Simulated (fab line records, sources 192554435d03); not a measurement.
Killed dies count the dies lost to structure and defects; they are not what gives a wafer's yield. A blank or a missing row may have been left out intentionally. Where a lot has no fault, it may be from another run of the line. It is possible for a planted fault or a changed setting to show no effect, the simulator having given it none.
fab line records	flow n5_finfet
record: lots: 7	wafers: 19	last_day: 24
route steps=1938 shown MOL_CONTACT_COAG@547 BEOL_M4@1111 PASSIVATION@1936
lots with no fault: from the same line, run without faults
start_h: hours from the record's first day to the start of the lot's first wafer shown	wait_h: hours since the lot's step before	" repeats the value in the row above	L1.1+2: several wafers, shown together as one row	- no value present, or no start provided	* or withheld: withheld	< > ~ a bound
route shown NAME@n: NAME is a module with steps in the file, n the number in the route of the first one	usual: mean/standard deviation taken from wafers without a fault	same: alike in all rows	chamber/n: place in a boat	sites: the reading at each site	_std_site: standard deviation of those values	_edge_site: mean of outer sites minus mean of inner sites	radius_mm: for every site, how far away it sits from the centre of the wafer	mask NAME#n: copy n	behind: the last tool/chamber to shape the wafer	hold: cause of the lot's hold/its duration in hours/its outcome	device: transistor that didn't switch, given as n, p or np	end of line: the same wafers' tests at the end of the route	a step without rows: its recipe alone	killed: dies lost to structure and defects at the first sort, not the wafer's yield	map: a wafer's dies, x killed, . not, _ none there
set.NAME: setting as actually run; set.NAME@STEP: the setting as run at that earlier step	model.NAME: the simulator's own value behind a step, which no gauge read
certain route steps with their lots: each step a table, each wafer a row
services: the hour from which a tool's chamber was out of use, counted from the record's first day as start_h (under 0 if before that day), plus the number of hours and why
== steps ==
step: N5_MOL_CONTACT_COAG_SPUTTER_143
recipe: material: Co	target_thk_a: 25	temp_c: 25	chamber_pressure_pa: 0.2
usual: throttle_valve_pct: 30.0/1.1
lot.wafer	tool	chamber	start_h	wait_h	throttle_valve_pct
L492.2	pvd_sputter-02	-	97.09	0.0	31.1
L492.3	"	-	"	"	31.3
L492.5	"	-	"	"	30.1
L498.1	pvd_sputter-02	-	132.70	0.0	31.2
L498.4	"	-	"	"	31.4
L498.6	"	-	"	"	31.3
L507.1	pvd_sputter-01	-	187.82	0.0	31.1
L507.4	"	-	"	"	27.3
L508.1	pvd_sputter-01	-	197.55	0.0	28.9
L508.3	"	-	"	"	31.2
L510.1	pvd_sputter-02	-	207.43	0.0	30.2
L510.5	"	-	"	"	31.2
L510.6	"	-	"	"	31.0
L511.1	pvd_sputter-03	-	219.45	0.0	29.9
L511.3	"	-	"	"	29.9
L511.5	"	-	"	"	31.1
L514.3	pvd_sputter-02	-	237.58	0.0	30.9
L514.4	"	-	"	"	30.2
L514.5	"	-	"	"	29.7
step: N5_MOL_CONTACT_COAG_CO_FILL_22
recipe: material: Co	target_thk_a: 200	temp_c: 200	precursor: CCTBA/H2	pressure_torr: 30
step: N5_MOL_CONTACT_COAG_ANNEAL_113
recipe: temp_c: 400	time_s: 300	ambient: H2/N2
usual: lamp_power_pct: 3.1/0.35	lamp_zone_6_pct: 3.0/0.34	wafer_temp_C_max: 401.6/0.42
lot.wafer	tool	chamber	start_h	wait_h	lamp_power_pct	lamp_zone_6_pct	wafer_temp_C_max
L492.2	rtp_anneal-01	0	97.98	0.5	3.3	3.3	401.3
L492.3	"	0	"	"	3.3	3.3	401.3
L492.5	"	0	"	"	3.3	3.3	401.3
L498.1	rtp_anneal-01	0	133.49	0.4	3.3	3.3	401.4
L498.4	"	0	"	"	3.3	3.3	401.3
L498.6	"	0	"	"	3.3	3.3	400.9
L507.1	rtp_anneal-01	0	188.60	0.4	3.3	3.3	401.3
L507.4	"	0	"	"	3.3	3.3	401.2
L508.1	rtp_anneal-01	0	198.28	0.3	3.3	3.3	401.4
L508.3	"	0	"	"	3.3	3.3	401.3
L510.1	rtp_anneal-02	0	208.20	0.3	2.6	2.6	402.3
L510.5	"	0	"	"	2.6	2.6	402.0
L510.6	"	0	"	"	2.6	2.6	401.6
L511.1	rtp_anneal-01	0	220.18	0.3	3.3	3.3	401.2
L511.3	"	0	"	"	3.3	3.3	401.1
L511.5	"	0	"	"	3.3	3.3	401.2
L514.3	rtp_anneal-02	0	238.92	0.9	2.6	2.6	402.0
L514.4	"	0	"	"	2.6	2.6	401.6
L514.5	"	0	"	"	2.6	2.6	401.9
step: N5_MOL_CONTACT_COAG_PRE_CLEAN_142
recipe: gas: H2/He	time_s: 60	temp_c: 300
step: N5_MOL_CONTACT_COAG_SPUTTER_130
recipe: material: Co	target_thk_a: 475	temp_c: 25	chamber_pressure_pa: 0.5	power_w: 3000
usual: throttle_valve_pct: 29.9/1.1
lot.wafer	tool	chamber	start_h	wait_h	throttle_valve_pct
L492.2	pvd_sputter-02	-	101.20	0.0	31.3
L492.3	"	-	"	"	30.8
L492.5	"	-	"	"	30.6
L498.1	pvd_sputter-03	-	138.73	0.0	29.9
L498.4	"	-	"	"	29.8
L498.6	"	-	"	"	30.0
L507.1	pvd_sputter-02	-	191.04	0.0	29.9
L507.4	"	-	"	"	30.2
L508.1	pvd_sputter-01	-	200.65	0.0	31.0
L508.3	"	-	"	"	28.5
L510.1	pvd_sputter-02	-	210.05	0.0	30.0
L510.5	"	-	"	"	31.0
L510.6	"	-	"	"	30.0
L511.1	pvd_sputter-01	-	223.48	0.0	31.0
L511.3	"	-	"	"	28.6
L511.5	"	-	"	"	28.7
L514.3	pvd_sputter-03	-	240.64	0.0	29.9
L514.4	"	-	"	"	29.8
L514.5	"	-	"	"	29.8
step: N5_MOL_CONTACT_COAG_PRECLEAN_125
recipe: chemistry: DIW	time_s: 57.5	temp_c: 23
step: N5_MOL_CONTACT_COAG_SRD_126
recipe: dry_time_s: 32	dry: n2_spin	spin_rpm: 1500
step: N5_MOL_CONTACT_COAG_CMP_23
recipe: stop_on: SiO2	t_overpolish_s: 1.5	post_cmp_clean: cu_alkaline	down_force_psi: 2	platen_rpm: 50.289	pad_velocity_m_s: 1.0006	target_thk_nm: 0
usual: motor_current_A: 7.4/0.88	overpolish_run_s: 1.500/0.0091	time_to_endpoint_s: 9.6/2.6
lot.wafer	tool	chamber	start_h	wait_h	motor_current_A	overpolish_run_s	time_to_endpoint_s
L492.2	cmp-03	0	101.46	0.1	7.2	1.505	9.3
L492.3	"	1	"	"	7.4	1.497	12.6
L492.5	"	2	"	"	8.3	1.498	11.8
L498.1	cmp-02	2	138.99	0.1	6.5	1.489	6.2
L498.4	"	3	"	"	8.3	1.496	4.5
L498.6	"	1	"	"	6.2	1.497	3.8
L507.1	cmp-02	0	191.22	0.0	6.3	1.498	7.0
L507.4	"	1	"	"	6.1	1.487	9.0
L508.1	cmp-02	0	200.83	0.0	6.2	1.512	10.3
L508.3	"	1	"	"	6.3	1.497	9.0
L510.1	cmp-03	3	210.23	0.0	8.0	1.497	11.1
L510.6	"	3	"	"	7.8	1.486	10.9
L510.5	"	0	"	"	7.4	1.489	10.6
L511.3	cmp-03	2	223.81	0.2	8.5	1.517	10.0
L511.1	"	3	"	"	8.1	1.501	8.5
L511.5	"	3	"	"	8.3	1.497	8.3
L514.3	cmp-04	3	240.88	0.1	7.7	1.506	14.3
L514.4	"	1	"	"	7.7	1.502	10.4
L514.5	"	2	"	"	7.4	1.509	11.6
step: N5_MOL_CONTACT_COAG_WET_ETCH_26
recipe: target: Co	target_depth_nm: 13
step: N5_MOL_CONTACT_COAG_WET_ETCH_116
recipe: chemistry: SC1-inhibited	target_depth_nm: 4.6	dry: ipa_marangoni	rinse_time_s: 30	rinse_temp_c: 23
step: N5_MOL_CONTACT_COAG_ALD_27
recipe: material: SiOC	target_thk_a: 170	temp_c: 400	ald_precursor_family: carbosiloxane	ald_co_reactant: H2-plasma	pulse_time_s: 1.5	time_s: 2720	purge_time_s: 2	co_reactant_purge_time_s: 2	ald_cycles: 340	pressure_torr: 2
usual: ald_cycles: 340/0	heater_power_w: 861/99	precursor_pulse_height_rel: 1.001/0.019	run_length_s: 2770.0/0.6	time_s: 2720/0
same: purge_time_s: 2
lot.wafer	tool	chamber	start_h	wait_h	ald_cycles	heater_power_w	precursor_pulse_height_rel	run_length_s	time_s	model.SiOC_of_MOL_CONTACT_COAG_ALD_27.thk_nm
L492.2	ald_sin-02	2	102.20	0.0	340	831	0.971	2769.7	2720	17
L492.3	"	0	"	"	340	783	1.013	2771.0	2720	17
L492.5	"	1	"	"	340	907	1.048	2770.0	2720	17
L498.1	ald_sin-01	0	139.74	0.0	340	1106	0.973	2769.8	2720	17
L498.4	"	1	"	"	340	921	0.989	2770.1	2720	17
L498.6	"	2	"	"	340	852	1.034	2769.4	2720	17
L507.1	ald_sin-01	2	192.39	0.3	284	843	1.027	2321.8	2272	14.2
L507.4	"	2	"	"	340	855	1.000	2769.5	2720	17
L508.1	ald_sin-01	3	201.65	0.0	284	735	0.999	2322.2	2272	14.2
L508.3	"	1	"	"	340	904	0.992	2769.9	2720	17
L510.1	ald_sin-01	0	211.05	0.0	284	1127	0.994	2321.2	2272	14.2
L510.5	"	3	"	"	340	735	0.988	2769.2	2720	17
L510.6	"	0	"	"	340	1133	0.986	2770.0	2720	17
L511.1	ald_sin-04	3	224.63	0.0	340	867	1.020	2769.9	2720	17.2
L511.3	"	1	"	"	340	759	1.016	2769.1	2720	17
L511.5	"	2	"	"	340	871	1.049	2769.3	2720	17
L514.3	ald_sin-02	3	241.66	0.0	340	803	1.019	2769.9	2720	17
L514.4	"	3	"	"	340	782	1.014	2770.1	2720	17
L514.5	"	0	"	"	340	793	0.986	2771.6	2720	17
step: N5_MOL_CONTACT_COAG_CMP_28
recipe: stop_on: SiNx	t_overpolish_s: 0.85	post_cmp_clean: alkaline_brush	down_force_psi: 4.15	platen_rpm: 51.8	pad_velocity_m_s: 1.0307	target_thk_nm: 14.522
usual: motor_current_A: 11.5/1.3
lot.wafer	tool	chamber	start_h	wait_h	motor_current_A
L492.3	cmp-02	1	103.85	0.9	9.2
L492.2	"	2	"	"	9.6
L492.5	"	0	"	"	9.3
L498.4	cmp-02	3	141.35	0.8	12.3
L498.1	"	1	"	"	9.5
L498.6	"	2	"	"	9.9
L507.1	cmp-02	1	193.96	0.8	10.3
L507.4	"	3	"	"	13.0
L508.1	cmp-02	0	203.29	0.9	9.6
L508.3	"	1	"	"	9.5
L510.1	cmp-03	2	212.66	0.8	13.0
L510.6	"	1	"	"	12.7
L510.5	"	2	"	"	12.6
L511.1	cmp-04	3	226.20	0.8	12.3
L511.3	"	1	"	"	11.3
L511.5	"	0	"	"	12.9
L514.4	cmp-03	0	243.32	0.1	11.2
L514.3	"	1	"	"	12.2
L514.5	"	3	"	"	12.2
step: N5_BEOL_M4_RC_MEAS_101
usual: DIBL_N: 35.8/1.6	DIBL_P: 35.6/2	IOFF_N: 0.15/0.031	IOFF_P: 0.20/0.033	ION_N: 668/12	ION_P: 459/6.8	SS_N: 71.4/0.53	SS_P: 73.1/0.63	VT_N: 250/3.5	VT_P: -251/3
lot.wafer	tool	chamber	start_h	wait_h	DIBL_N[mV/V]	DIBL_P[mV/V]	IOFF_N[nA/um]	IOFF_P[nA/um]	ION_N[uA/um]	ION_P[uA/um]	SS_N[mV/dec]	SS_P[mV/dec]	VT_N[mV]	VT_P[mV]
L492.2	prober-01	0	306.43	0.2	34.4	34.5	0.12	0.18	663	460	71.0	72.2	255	-254
L492.3	"	0	"	"	36.9	37.0	0.16	0.22	671	458	71.9	73.8	250	-249
L492.5	"	0	"	"	33.3	33.0	0.11	0.17	640	442	70.9	72.3	257	-254
L498.1	prober-01	0	387.54	0.0	34.3	35.1	0.12	0.17	656	453	70.5	73.0	256	-251
L498.4	"	0	"	"	35.3	36.8	0.14	0.20	659	461	70.5	72.3	255	-251
L498.6	"	0	"	"	35.2	35.7	0.13	0.19	662	459	71.5	72.0	251	-250
L508.1	prober-01	0	399.36	0.0	36.8	37.8	0.18	0.23	679	462	71.8	73.8	249	-247
L508.3	"	0	"	"	35.6	35.2	0.14	0.19	659	451	71.6	73.2	251	-253
L507.1	prober-01	0	404.36	0.0	36.9	35.6	0.16	0.20	670	464	71.4	72.8	250	-251
L507.4	"	0	"	"	34.4	32.7	0.12	0.16	667	460	70.5	72.5	254	-253
L510.1	prober-01	0	434.40	0.0	32.8	32.6	0.11	0.16	660	455	70.4	72.5	254	-252
L510.5	"	0	"	"	39.1	39.7	0.24	0.28	699	470	71.3	73.7	243	-247
L510.6	"	0	"	"	34.6	34.1	0.13	0.19	671	461	70.5	73.0	253	-253
L511.1	prober-01	0	459.93	0.0	35.1	33.7	0.12	0.16	668	458	71.6	73.0	253	-254
L511.3	"	0	"	"	38.2	37.8	0.17	0.23	669	455	72.1	73.5	249	-248
L511.5	"	0	"	"	36.1	34.3	0.12	0.17	661	453	71.1	72.6	252	-253
L514.3	prober-01	0	468.34	0.3	36.5	36.2	0.17	0.21	672	460	71.3	73.5	249	-247
L514.4	"	0	"	"	35.8	36.1	0.16	0.21	669	462	71.0	73.3	246	-249
L514.5	"	0	"	"	35.8	35.6	0.16	0.21	692	474	70.9	73.9	249	-248
step: N5_PASSIVATION_PROBE_49
usual: defect_limited_yield: 90.7/1.5	killed_at_M0_to_M3: 38/11	killed_at_M4_up: 15/5.5	killed_at_contacts: 12/6	killed_at_front_end: 41/11	killed_at_other: 3.5/2.7	killed_dies: 110/18	killed_open: 72/13	killed_short: 35/8.7	sort_bin_5_function: 5.5/1.1	sort_bin_6_memory: 3.4/0.63	sort_bin_8_speed: 0.01/0.037	sort_n_pass: 1070/18	sort_yield_pct: 90.7/1.5
same: gross_dies: 1180	killed_at_back_side: 0	sort_bin_4_leakage[%]: 0
lot.wafer	tool	chamber	start_h	wait_h	defect_limited_yield[%]	killed_at_M0_to_M3	killed_at_M4_up	killed_at_contacts	killed_at_front_end	killed_at_other	killed_dies	killed_open	killed_short	sort_bin_5_function[%]	sort_bin_6_memory[%]	sort_bin_8_speed[%]	sort_n_pass	sort_yield_pct[%]
L511.1	prober-01	-	564.40	0.0	90.9	30	21	11	42	3	107	63	34	5.8	2.6	0	1073	90.9
L511.3	prober-01	-	564.50	0.1	90.0	25	15	23	51	4	118	71	45	5.5	4.2	0	1062	90.0
L511.5	prober-01	-	564.60	0.2	91.8	21	11	13	48	4	97	58	33	4.2	3.2	0	1083	91.8
killed by level:class
L511.1 FIN_SAQP:geometric_particle:short=10 MOL_CONTACT_COAG:geometric_particle:open=9 BEOL_M0_SAQP:geometric_particle:open=8 STI_FIN_REVEAL:geometric_particle:open=7 BEOL_M0_SAQP:geometric_particle:short=7 HKMG_FIN:area_etch=7 BEOL_M1:geometric_particle:open=6 FIN_SAQP:geometric_particle:open=5
L511.3 MOL_CONTACT_COAG:geometric_particle:open=17 FIN_SAQP:geometric_particle:short=13 FIN_SAQP:geometric_particle:open=9 BEOL_M2:geometric_particle:open=7 STI_FIN_REVEAL:geometric_particle:open=6 MOL_CONTACT_COAG:geometric_particle:short=6 GATE_CUT:geometric_particle:short=5 BEOL_M0_SAQP:geometric_particle:open=5
L511.5 MOL_CONTACT_COAG:geometric_particle:open=11 FIN_SAQP:geometric_particle:open=10 FIN_SAQP:geometric_particle:short=8 STI_FIN_REVEAL:geometric_particle:open=7 HKMG_FIN:area_etch=5 DUMMY_GATE:geometric_particle:open=4 GATE_CUT:geometric_particle:short=4 BEOL_M0_SAQP:geometric_particle:short=4
== services ==
tool	chamber	start_h	hours	kind
ald_sin-01	1	73.33	2.6	repair
cmp-02	-	76.10	0.6	repair
ald_sin-04	-	86.61	14.0	pm
cmp-03	-	123.31	2.1	repair
cmp-03	-	129.53	6.1	pm
ald_sin-04	-	130.19	2.8	pm
rtp_anneal-02	-	139.41	0.8	pm
cmp-04	-	155.94	0.8	repair
cmp-04	-	159.05	0.4	repair
cmp-02	-	162.89	5.1	repair
cmp-04	-	168.52	4.0	pm
ald_sin-01	-	176.75	14.0	pm
ald_sin-01	0	176.75	14.0	vent_cycle
ald_sin-01	1	176.75	14.0	vent_cycle
ald_sin-01	2	176.75	14.0	vent_cycle
ald_sin-01	3	176.75	18.4	vent_cycle
ald_sin-01	0	190.75	-	clean
cmp-04	-	194.74	0.5	repair
rtp_anneal-02	-	196.43	3.4	pm
cmp-04	-	218.02	7.4	pm
ald_sin-02	1	237.76	26.8	repair
cmp-02	-	240.30	1.7	repair
cmp-02	-	242.79	4.0	pm
pvd_sputter-01	-	243.28	2.7	repair
== key ==
first_sign: step: N5_MOL_CONTACT_COAG_ALD_27	reading: ald_cycles	direction: down	sigmas: 99+	usual: *	struck: *
effect: step: N5_MOL_CONTACT_COAG_ALD_27	reading: time_s	direction: down	sigmas: 99+	usual: *	struck: *
model_effect: step: N5_MOL_CONTACT_COAG_ALD_27	value: SiOC_of_MOL_CONTACT_COAG_ALD_27.thk_nm	without: 17	struck: 14.2
met_at N5_MOL_CONTACT_COAG_ALD_27
struck_wafers L507.1,L508.1,L510.1
baseline_loss: step: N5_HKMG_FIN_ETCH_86	wafers: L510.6
onset_between 139.74 192.39
fault: kind: process_parameter_drift	tool: ald_sin-01	chamber: -	onset_h: 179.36	steps: N5_MOL_CONTACT_COAG_ALD_27	channel: ald_cycles	offset: *	shape: step	end_h: 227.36	scope: struck_wafers_only	acts_in: *	stated: *
baseline_loss: these wafers lose ten dies or more at that step, a loss of the line's own and not of a fault; the sort's usual values leave them out
